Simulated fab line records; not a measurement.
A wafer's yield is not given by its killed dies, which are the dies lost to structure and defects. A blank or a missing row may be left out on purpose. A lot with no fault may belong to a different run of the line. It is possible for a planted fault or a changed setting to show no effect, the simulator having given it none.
8D (eight disciplines) problem report, filled in by code | flow nand harc | the parts of the form that need people (team, actions taken, sign-off) are left out

## 1. WHAT IS WRONG
raw defect count at NHARC_A_SIN_REMOVE_INSPECT_04 reads a mean of 852 on 3 wafers of 2 lots; wafers without a fault read 411 with a standard deviation of 85. That is +5.2 standard deviations from the usual mean.
The first sign was on wafer L115.3 at day 24 21:51, on defect inspect-02. The record has a number at this step for 31 wafers belonging to 11 lots. Rule for "out", or "out of limits": more than 4 standard deviations from the usual mean. The other wafers with a number count as sound.

## 2. WHAT IT IS; WHAT IT IS NOT
question                    | is                                   | is not
which readings at this step | raw defect count                     | -
which lots                  | L115, L118                           | L104, L105, L106, L107, L110, L123, L124, L125, L126
which wafers of those lots  | L115.3, L115.5, L118.3               | L115.2
read on which gauges        | defect inspect-01, defect inspect-02 | -
when                        | from day 24 21:51                    | up to then (16 sound wafers); but 12 sound wafers of L123, L124, L125, L126 came after

## 3. SUSPECTS, AND WHAT RULES EACH OUT
Counting: any tool at a process step up to the reading remains a suspect provided it ran every lot that is out. Sound lots after the first of them don't rule it out here, since some wafers of a struck lot are sound.
- the gauge at NHARC_A_SIN_REMOVE_INSPECT_04 has been ruled out. Those wafers that are out were read across 2 gauges (defect inspect-01, defect inspect-02).
- har etch-01 at NHARC_A_SLIT_ETCH_17 (etches the open film in C4F8/O2/Ar, time 4254.5 s, target depth 20300 nm): kept. Every lot that is out went through it, the first being L115 (day 24 10:46); the last sound lot it ran before that was L107 (day 21 01:52).
- At NHARC_A_SLIT_ETCH_17 on har etch-01, chamber 0 took the sound wafers of the same lots and chamber 1 took the wafers that are out.
Remaining after the count: har etch-01 at NHARC_A_SLIT_ETCH_17.

## 4. THE CAUSE (what the simulator had put in)
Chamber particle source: har etch-01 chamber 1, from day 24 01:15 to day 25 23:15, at NHARC_A_SLIT_ETCH_17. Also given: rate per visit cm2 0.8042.
Counting left only this tool.

## 5. THE EFFECT CHAIN, in route order
Rows list readings where the struck wafers' mean (over those with a number) sits beyond 3 standard deviations from the usual. Readings are gone through only where the record gives a usual standard deviation; hours: the median, over the lots, of the time from a lot's start at the first step in this table giving one to that lot's start at this step; sigmas: the change measured in usual standard deviations.
hours | step                          | reading          | usual | on struck wafers | change | sigmas
0     | NHARC_A_SIN_REMOVE_INSPECT_04 | raw defect count | 411   | 852              | +441   | +5.2
At these later measuring or inspecting steps, every struck wafer for which the step has a row has a number for every such reading, and none has moved that far: NHARC_END_SORT_01.

## 6. HOW IT WOULD HAVE BEEN CAUGHT EARLIER
Counted from the fault's start at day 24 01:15, it took 21 hours until the first out-of-limits reading at a measuring or inspecting step in this record, taken at day 24 21:51.
An alarm limit of 4 standard deviations would not have fired on the tool readings at NHARC_A_SLIT_ETCH_17 for which the record gives a usual standard deviation, since none of them was out on any struck wafer.
Of the lots that are out (2), L118 began NHARC_A_SLIT_ETCH_17 on har etch-01 after day 24 21:51. Putting the tool on hold at that point would have spared it.
